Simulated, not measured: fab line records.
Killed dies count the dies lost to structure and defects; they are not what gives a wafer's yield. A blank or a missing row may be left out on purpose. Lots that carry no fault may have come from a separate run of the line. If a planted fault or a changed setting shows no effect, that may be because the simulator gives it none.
A single fault, viewed from 2 desks :: flow nand_harc :: each desk has only its own numbers; what lay behind them comes last

== THE DEFECT DESK ==
For each lot, the counts of the inspections along the route, averaged over the sampled wafers that have a number. Marked OUT: a lot whose mean sits more than 4 standard deviations from the usual mean, which makes it out of limits; the brackets give that distance.
Columns: A = raw_defect_count at NHARC_A_CHANNEL_HOLE_D2_INSPECT_12, usual 27
lot: L237
first seen here: day 14 01:59
A: 50

lot: L238
first seen here: day 14 02:24
A: 5

lot: L240
first seen here: day 15 05:07
A: 8

lot: L236
first seen here: day 16 01:40
A: 15

lot: L241
first seen here: day 16 06:04
A: 11

lot: L243
first seen here: day 16 06:33
A: 55

lot: L244
first seen here: day 16 20:11
A: 54

lot: L248
first seen here: day 19 05:35
A: 14

lot: L252
first seen here: day 20 02:23
A: 21

lot: L254
first seen here: day 20 21:17
A: 20

lot: L256
first seen here: day 21 19:59
A: 27

lot: L257
first seen here: day 21 20:52
A: 4
Result from this desk: across the 12 lots, nothing is out of limits.

== FROM THE METROLOGY DESK ==
What the gauges read, lot by lot, whatever tool the lot ran on: means of the sampled wafers that have a number. Marked OUT: a lot whose mean sits more than 4 standard deviations from the usual mean, which makes it out of limits; the brackets give that distance.
Columns: A = thk_nm at NHARC_A_ONON_D2_THK_MEAS_24, usual 1003 nm
lot: L237
first seen here: day 13 17:04
A: 996

lot: L238
first seen here: day 13 17:05
A: 1009

lot: L240
first seen here: day 15 00:43
A: 1005

lot: L236
first seen here: day 15 20:48
A: 1001

lot: L241
first seen here: day 16 01:38
A: 1020

lot: L243
first seen here: day 16 01:38
A: 1106 (+9.4) OUT

lot: L244
first seen here: day 16 15:45
A: 1235 (+21) OUT

lot: L248
first seen here: day 18 23:09
A: 1006

lot: L252
first seen here: day 19 21:41
A: 993

lot: L254
first seen here: day 20 16:17
A: 1011

lot: L256
first seen here: day 21 12:47
A: 1007

lot: L257
first seen here: day 21 13:08
A: 1005
This desk's verdict: out of limits on L243, L244, starting with L243 at day 16 01:38 (thk_nm at NHARC_A_ONON_D2_THK_MEAS_24). Within limits: L237, L238, L240, L236, L241, L248, L252, L254, L256, L257.

== BROUGHT TOGETHER ==
An alarm was possible from the metrology desk at day 16 01:38, on L243, L244.
Nothing the defect desk looked at was out of limits.
The defect desk has L243, L244 on record, within its limits.
NHARC_A_ONON_D2_DEP_22 was run on pecvd_onon-04 by each of the lots named.

== WHAT HAD BEEN PUT IN BY THE SIMULATOR ==
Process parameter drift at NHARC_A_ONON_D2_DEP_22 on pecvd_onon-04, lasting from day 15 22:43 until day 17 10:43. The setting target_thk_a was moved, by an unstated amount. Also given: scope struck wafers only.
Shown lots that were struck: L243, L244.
Time in hours between the start of the fault and the first out-of-limits reading at each desk: metrology desk, 3.
